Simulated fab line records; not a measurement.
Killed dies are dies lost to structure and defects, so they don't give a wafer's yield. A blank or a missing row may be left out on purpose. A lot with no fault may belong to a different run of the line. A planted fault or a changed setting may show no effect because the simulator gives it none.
A lot that was struck, set against a sound lot :: flow nand harc :: 43 steps out of a route of 1302
Sound: the wafers L783.1, L783.3, L783.4. Struck: wafers L791.2, L791.3, L791.5. The cause comes at the end.
At each step with rows: each side's tool, then ch and its chambers, then its first start. Under that, the readings that differ: sound wafers :: struck wafers :: difference of the means :: sigmas: that difference in standard deviations of wafers without a fault.
alike: readings with means less than 2 such deviations apart, plus words and numbers identical on both sides. not compared: withheld readings, readings lacking a value on some wafer, bounds such as >300 that could conceal the same value, and numbers that have no deviation in the record and whose values overlap.
Wherever a step has rows on one side only, a row that says differs or no value, or a row with sigmas, the two part there. Non-overlapping numbers with no deviation appear without sigmas and do not part them. A reading missing from all wafers of one side parts the sides only when that side holds two or more wafers.

NHARC_THIN_TSV_GRIND_00:
  sound on grinder-01 ch 0, day 26 21:24; struck on grinder-01 ch 0, day 30 05:51
  alike: motor current A
then, 1 step without rows for these wafers: NHARC_THIN_TSV_CMP_01 (polishes).
NHARC_THIN_TSV_THK_MEAS_02: measures by ir.
  sound on film metro-02 at day 26 22:54; struck on film metro-02 at day 30 07:09
  alike: thk nm
then, 3 steps without rows for these wafers: NHARC_THIN_TSV_SRD_03; NHARC_THIN_TSV_PRECLEAN_41 (cleans in SC1); NHARC_THIN_TSV_SRD_42.
NHARC_THIN_TSV_DEP_43: deposits SiO2, target thk 1328.5 nm.
  sound on pecvd-04 ch 0,1, day 26 23:08; struck on pecvd-04 ch 0,1,2, day 30 07:22
  alike: throttle valve pct
then, 5 steps without rows for these wafers: NHARC_THIN_TSV_DEHYDRATE_04 (time 120 s); NHARC_THIN_TSV_HMDS_05 (time 30 s); NHARC_THIN_TSV_COAT_06; NHARC_THIN_TSV_SOFTBAKE_07 (time 95 s); NHARC_THIN_TSV_EBR_08.
NHARC_THIN_TSV_EXPOSE_09: exposes mask TSV.
  sound on krf scanner-04 ch 0, day 26 23:42; struck on krf scanner-03 ch 0, day 30 08:03
reading: exposure dose mJ cm2
sound: 30.60 30.61 30.62
struck: 44.59 44.58 44.53
difference: +13.96
sigmas: +99 or more
  alike: mask
then, 2 steps without rows for these wafers: NHARC_THIN_TSV_PEB_10 (peb time 85 s); NHARC_THIN_TSV_DEVELOP_11 (time 70 s).
NHARC_THIN_TSV_CD_MEAS_12: the cd target is 1000 nm.
  sound on cd sem-01 ch 0, day 26 23:52; struck on cd sem-02 ch 0, day 30 08:12
reading: cd nm (nm)
sound: 996.6 998.2 998.8
struck: 1011.3 1011.2 1010.4
difference: +13.1
sigmas: +8
then, 2 steps without rows for these wafers: NHARC_THIN_TSV_HARDBAKE_13 (time 80 s); NHARC_THIN_TSV_DESCUM_14 (chemistry O2, time 3 s).
NHARC_THIN_TSV_ETCH_44: etches the open film in CF4/O2, target depth 1594.2 nm, time 797.1 s.
  sound on rie diel-01 ch 2,3, day 27 00:09; struck on rie diel-01 ch 1,2,3, day 30 08:34
reading: cf4 flow sccm (sccm)
sound: 150.5 150.5 151.1
struck: 149.3 149.7 150.0
difference: -1.0
sigmas: -3
  alike: drypump motor current A, mfc ar sccm, oes product au, rf vpp V, showerhead plenum p Torr, throttle valve pct
  not compared: rf hours counter h
then, 1 step without rows for these wafers: NHARC_THIN_TSV_ETCH_15 (target depth 3000 nm, bosch target overetch cycles 2, bosch etch step 2.8 s).
NHARC_THIN_TSV_CD_MEAS_16:
  sound on cd sem-02 at day 27 01:13; struck on cd sem-03 at day 30 09:10
reading: cd nm (nm)
sound: 996.7 997.9 998.6
struck: 1010.9 1010.8 1010.3
difference: +12.9
sigmas: +8
NHARC_THIN_TSV_STRIP_45: strips in O2.
  sound on plasma asher-01 ch 0,1, day 27 01:20; struck on plasma asher-01 ch 0,1, day 30 09:17
  alike: drypump motor current A, heater power w, rf refl power W
  not compared: rf hours counter h
then, 7 steps without rows for these wafers: NHARC_THIN_TSV_STRIP_46 (strips in post etch residue remover, time 1200 s); NHARC_THIN_TSV_DEP_47 (deposits SiO2, target thk 200 nm); NHARC_THIN_TSV_ETCHBACK_48 (etches the open film in C4F8/Ar, target depth 1028.5 nm, time 405.17 s); NHARC_THIN_TSV_STRIP_62 (strips in N2/H2, time 20 s); NHARC_THIN_TSV_DEGAS_49 (time 120 s); NHARC_THIN_TSV_PRE_CLEAN_50 (time 30 s); NHARC_THIN_TSV_PVD_19 (deposits TaN, target thk 20 nm).
NHARC_THIN_TSV_PVD_51: deposits Cu, target thk 100 nm.
  sound on pvd sputter-03; struck on pvd sputter-01
  alike: throttle valve pct
then, 11 steps without rows for these wafers: NHARC_THIN_TSV_ECD_20 (material Cu, target thk 2000 nm); NHARC_THIN_TSV_ANNEAL_52 (time 90 s); NHARC_THIN_TSV_CMP_21 (polishes, t overpolish 30 s, target thk 2000 nm); NHARC_THIN_TSV_SRD_23; NHARC_THIN_TSV_DEGAS_53 (time 60 s); NHARC_THIN_TSV_PRE_CLEAN_54 (time 30 s); NHARC_THIN_TSV_PVD_55 (deposits TiN, target thk 50 nm); NHARC_THIN_TSV_PVD_24 (deposits Al, target thk 800 nm); NHARC_THIN_TSV_DEHYDRATE_25 (time 120 s); NHARC_THIN_TSV_HMDS_26 (time 30 s); NHARC_THIN_TSV_COAT_27.
NHARC_THIN_TSV_CD_MEAS_37:
  sound on cd sem-02 at day 27 07:28; struck on cd sem-03 at day 30 15:35
reading: cd nm (nm)
sound: 4994.3 4997.0 4997.5
struck: 5009.7 5009.7 5009.7
difference: +13.4
sigmas: +6
NHARC_END_SORT_01:
  the record has rows for the sound wafers here (prober-01 ch 0, day 27 16:25) and none for the struck ones

## WHERE THEY PART
Earliest at NHARC_THIN_TSV_EXPOSE_09; latest, in this record, at NHARC_END_SORT_01.

WHY: the cause the simulator had injected
Process parameters drifting: krf scanner-03 at NHARC_THIN_TSV_EXPOSE_09, beginning at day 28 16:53. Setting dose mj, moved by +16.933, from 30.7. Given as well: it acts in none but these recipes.
